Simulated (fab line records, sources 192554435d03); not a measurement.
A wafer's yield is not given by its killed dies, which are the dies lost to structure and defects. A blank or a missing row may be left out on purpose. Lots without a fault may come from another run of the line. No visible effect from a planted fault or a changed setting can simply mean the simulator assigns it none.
Which of the tools did it? -- flow n5Finfet -- at 1 step of a route of 1938, 12 lots with 36 wafers sampled

== WHAT THE GAUGES READ, wafer by wafer ==
N5_BEOL_M5_INSPECT_30: inspects for defects (brightfield).
lot,measured,on,rawDefectCount
L076,day 8 11:31,defectInspect-01,386 452 408
L077,day 8 18:15,defectInspect-02,516 525 589
L079,day 8 23:07,defectInspect-01,357 322 350
L080,day 9 13:49,defectInspect-02,444 352 473
L084,day 10 10:16,defectInspect-01,322 348 433
L085,day 10 15:54,defectInspect-01,341 356 342
L087,day 11 14:30,defectInspect-02,325 268 376
L089,day 11 22:41,defectInspect-02,278 341 291
L091,day 12 04:50,defectInspect-02,386 297 453
L092,day 12 12:28,defectInspect-02,406 227 447
L095,day 13 12:13,defectInspect-01,470 416 450
L097,day 13 16:14,defectInspect-02,651 412 327

== EACH LOT AND THE TOOL THAT RAN IT (in order: tool; ch and the chambers of the sampled wafers; start) ==
No process step before these readings appears in the record.

== THE ANSWER, worked out from the rows above alone ==
Rule: what is usual is taken from the lots themselves. The widest of any qualifying gaps counts: lots, ordered by their means at a reading, are off when they make up no more than a third of the lots, leave a main group of 4 or more, and stand apart from it by 3 or more times the standard deviation of that group's means. Not used: any main group whose means are identical at the precision the tables above print for the reading. Also off: a lot with no number at a reading for which 4 or more lots have one. All remaining lots with rows at the step are treated as sound.
None of the lots is off at any reading shown; this tells nothing.

== WHAT THE SIMULATOR HAD PUT IN ==
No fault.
